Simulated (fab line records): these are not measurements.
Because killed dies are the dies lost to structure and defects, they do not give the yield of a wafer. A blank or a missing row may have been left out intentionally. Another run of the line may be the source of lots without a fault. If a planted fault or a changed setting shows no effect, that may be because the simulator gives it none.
3 desks, one fault	flow n5Finfet	numbers are kept per desk, each desk with only its own; the story behind them comes last

## THE DEFECT DESK
Counts from the inspections along the route, per lot, as means over the sampled wafers that have a number. If a lot's mean is further than 4 standard deviations from the usual mean, the lot is out of limits and carries the mark OUT (the distance appears in the brackets).
Columns: A = rawDefectCount at N5_BEOL_M7_INSPECT_13, usual 421; B = rawDefectCount at N5_BEOL_M7_INSPECT_30, usual 424
lot	first seen here	A	B
L175	day 9 19:35	369	353
L178	day 11 13:20	488	491
L185	day 12 13:17	443	447
L186	day 12 16:36	385	397
L188	day 13 21:16	352	351
L193	day 14 14:07	330	330
Finding of this desk: none of the 6 lots has anything out of limits.

## METROLOGY DESK
Means of the sampled wafers that have a number, per lot and without regard to the tool the lot ran on: this is what the gauges read. If a lot's mean is further than 4 standard deviations from the usual mean, the lot is out of limits and carries the mark OUT (the distance appears in the brackets).
Columns: A = M7_OVL at N5_BEOL_M7_OVL_MEAS_12, usual -0.2 nm; B = cdNm at N5_BEOL_M7_CD_MEAS_18, usual 40.0 nm; C = cdNm at N5_BEOL_M7_CD_MEAS_28, usual 39.97 nm; D = V6_OVL at N5_BEOL_M7_OVL_MEAS_29, usual 0.2 nm
lot	first seen here	A	B	C	D
L175	day 9 19:33	-0.3	40.0	39.82	1.1
L178	day 11 13:19	-0.3	39.8	39.87	0.1
L185	day 12 13:16	-0.4	40.2	40.11	0.5
L186	day 12 16:35	0.2	40.9	39.82	0.4
L188	day 13 21:14	0.2	39.6	40.22	1.1
L193	day 14 14:05	0.2	40.0	39.91	-0.2
Finding of this desk: none of the 6 lots has anything out of limits.

## THE TOOL OWNER'S DESK: lithoTrack-02
The tool's own readings at N5_BEOL_M7_COAT_71 (time 60 s, resist thk 5 nm): means of the sampled wafers that have a number, for each lot that ran on this tool. If a lot's mean is further than 4 standard deviations from the usual mean, the lot is out of limits and carries the mark OUT (the distance appears in the brackets).
Columns: A = plateTempC at N5_BEOL_M7_COAT_71, usual 204.96 C; B = spinSpeedRpm at N5_BEOL_M7_COAT_71, usual 1500.0 rpm
lot	first seen here	A	B
L178	day 11 13:58	205.06	1499.6
L185	day 12 15:17	204.96	1410.6 (-81) OUT
L188	day 13 22:19	205.16	1411.5 (-80) OUT
This desk finds L185, L188 out of limits, L185 being first, at day 12 15:17 (spinSpeedRpm at N5_BEOL_M7_COAT_71). Within limits: L178.

## TAKEN TOGETHER
On L185, L188, at day 12 15:17, an alarm was possible from the tool owner's desk.
Nothing the defect desk looked at was out of limits.
At the metrology desk, nothing out of limits was observed.
The defect desk has L185, L188 on record, within its limits.
The metrology desk has L185, L188 on record, within its limits.
The lots listed all ran N5_BEOL_M7_COAT_71 on lithoTrack-02.

## WHAT HAD BEEN PUT IN BY THE SIMULATOR
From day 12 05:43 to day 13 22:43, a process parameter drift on lithoTrack-02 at N5_BEOL_M7_COAT_71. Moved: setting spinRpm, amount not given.
Shown lots that were struck: L185, L188.
Each desk's first reading out of limits, in hours after the fault started: the tool owner's desk, 10.
